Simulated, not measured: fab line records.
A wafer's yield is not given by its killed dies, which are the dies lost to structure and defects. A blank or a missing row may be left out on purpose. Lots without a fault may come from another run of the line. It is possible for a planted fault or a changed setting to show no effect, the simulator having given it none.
Chamber matching    flow nandHarc    rieDiel-01 running NHARC_P_GATE_STRIP_108: 4 sister chambers
The step strips in O2. 8 wafers are shown with their chamber, then 7 later ones without.

== WAFERS PAIRED WITH THEIR CHAMBERS ==
wafer   chamber  showerheadPlenumPTorr (Torr)  drypumpMotorCurrentA (A)
L526.3  3        3.41                          5.1
L533.4  0        3.44                          4.9
L533.5  2        3.45                          6.0
L532.2  0        3.44                          5.0
L532.3  1        3.63                          5.5
L532.5  3        3.40                          5.1
L535.1  1        3.63                          5.5
L535.3  2        3.45                          6.0

== WAFERS WITHOUT THEIR CHAMBER ==
wafer   showerheadPlenumPTorr (Torr)  drypumpMotorCurrentA (A)
L535.5  3.44                          4.9
L536.1  3.44                          4.9
L536.3  3.45                          6.0
L536.5  3.63                          5.5
L540.1  3.63                          5.5
L540.3  3.44                          4.9
L540.6  3.40                          5.1

== WHICH CHAMBER EACH ONE RAN IN ==
wafer   from the rows above  in truth
L535.5  0                    0
L536.1  0                    0
L536.3  2                    2
L536.5  1                    1
L540.1  1                    1
L540.3  0                    0
L540.6  3                    3
Correctly placed: 7 of 7. Can't be placed from these rows: 0. 0 placed wrongly.
How it was worked out, from the rows above alone: a wafer's distance from a chamber is the root of the sum, over the readings, of the square of ((its reading less the chamber's mean) divided by the reading's scatter). The wafer belongs to the nearest chamber; if the next one is less than 2 further off, it can't be placed. For every chamber, the mean is computed from those of its wafers that are shown. The scatter: take each reading less its chamber's mean, square it, sum over the shown wafers, divide by the number of wafers less the number of chambers, and take the root.
